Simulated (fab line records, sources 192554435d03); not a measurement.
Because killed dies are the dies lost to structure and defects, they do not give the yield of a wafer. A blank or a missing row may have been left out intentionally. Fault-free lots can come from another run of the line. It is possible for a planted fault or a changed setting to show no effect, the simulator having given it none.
Split-lot study ; flow n5 finfet ; 7 lots, 21 wafers read, on a route of 1938 steps

## SPLIT DETAILS
At N5_MOL_CONTACT_COAG_SPUTTER_143 (material Co, target thk 2.5 nm), the setting target thk a was moved away from the recipe's 25 angstrom on 9 of the 21 wafers read, by -8.8% to +12.2%. This setting was run at the recipe's value on the other wafers.

The reading is taken at the split's own step.

## THE READING
Co_of_MOL_CONTACT_COAG_SPUTTER_143.thk nm (the simulator's own value, which no gauge read), in nm, at N5_MOL_CONTACT_COAG_SPUTTER_143 (material Co, target thk 2.5 nm). No usual value for it is given in the file. The 12 wafers here that ran the recipe average 2.6 nm, standard deviation 0.11 nm.

wafer;tool, chamber at the split;target thk a as run, angstrom;against the recipe;Co_of_MOL_CONTACT_COAG_SPUTTER_143.thk nm, nm;against lot-mates on the recipe
L074.1;pvd sputter-01, -;23.3;-6.8%;2.2;-0.4
L074.2;pvd sputter-01, -;23.3;-6.8%;2.4;-0.2
L074.3;pvd sputter-01, -;25;recipe;2.6;-
L081.1;pvd sputter-01, -;22.8;-8.8%;2.4;-0.2
L081.3;pvd sputter-01, -;22.8;-8.8%;2.4;-0.2
L081.4;pvd sputter-01, -;25;recipe;2.6;-
L086.3;pvd sputter-02, -;25;recipe;2.4;-
L086.4;pvd sputter-02, -;27.97;+11.9%;2.8;+0.4
L086.5;pvd sputter-02, -;27.97;+11.9%;2.8;+0.4
L090.1;pvd sputter-02, -;25;recipe;2.4;-
L090.4;pvd sputter-02, -;25;recipe;2.4;-
L090.3;pvd sputter-02, -;25;recipe;2.6;-
L092.3;pvd sputter-01, -;25;recipe;2.6;-
L092.5;pvd sputter-01, -;28.05;+12.2%;3;+0.4
L092.6;pvd sputter-01, -;28.05;+12.2%;3;+0.4
L095.3;pvd sputter-01, -;27.12;+8.5%;3;+0.3
L095.4;pvd sputter-01, -;25;recipe;2.8;-
L095.6;pvd sputter-01, -;25;recipe;2.6;-
L096.1;pvd sputter-01, -;25;recipe;2.6;-
L096.3;pvd sputter-01, -;25;recipe;2.6;-
L096.4;pvd sputter-01, -;25;recipe;2.6;-

FIT RESULTS
A straight line over all 21 wafers: Co_of_MOL_CONTACT_COAG_SPUTTER_143.thk nm changes by +0.0291 nm for each +1% of target thk a; r = +0.86; the points scatter about the line by 0.12 nm.
The same after taking each lot's own level away (the mean of its wafers on the recipe; 21 wafers): +0.0326 nm for each +1%; r = +0.95; scatter 0.071 nm.
The reading moves by 0.4 nm for the largest change in target thk a, on that fit.
The span of the lots' own levels, 2.40 to 2.70 nm, comes to 2.7 times the standard deviation stated above.
So the slope is not independent of the lot-to-lot level: the two fits are not the same.
Check: +0.401 nm against its lot-mates is what the line predicts for one of the wafers moved furthest among these (+12.2%) when that wafer is left out of the fit. Against them it came out at +0.4 nm.

## OTHER SPLITS APPLIED TO THESE WAFERS
Note: prior to the reading, these wafers also went through further splits. Each is held against what the fit with the lots' levels taken away leaves over:
other split on the same wafers;wafers away from the commonest value;r with Co_of_MOL_CONTACT_COAG_SPUTTER_143.thk nm (lot level and that fit taken away)
N5_GATE_CUT_COAT_35 spin rpm;5;-0.17

## FILE'S OWN FIT
Co_of_MOL_CONTACT_COAG_SPUTTER_143.thk nm changes by +0.0329 nm for each +1% of target thk a, r = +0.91.
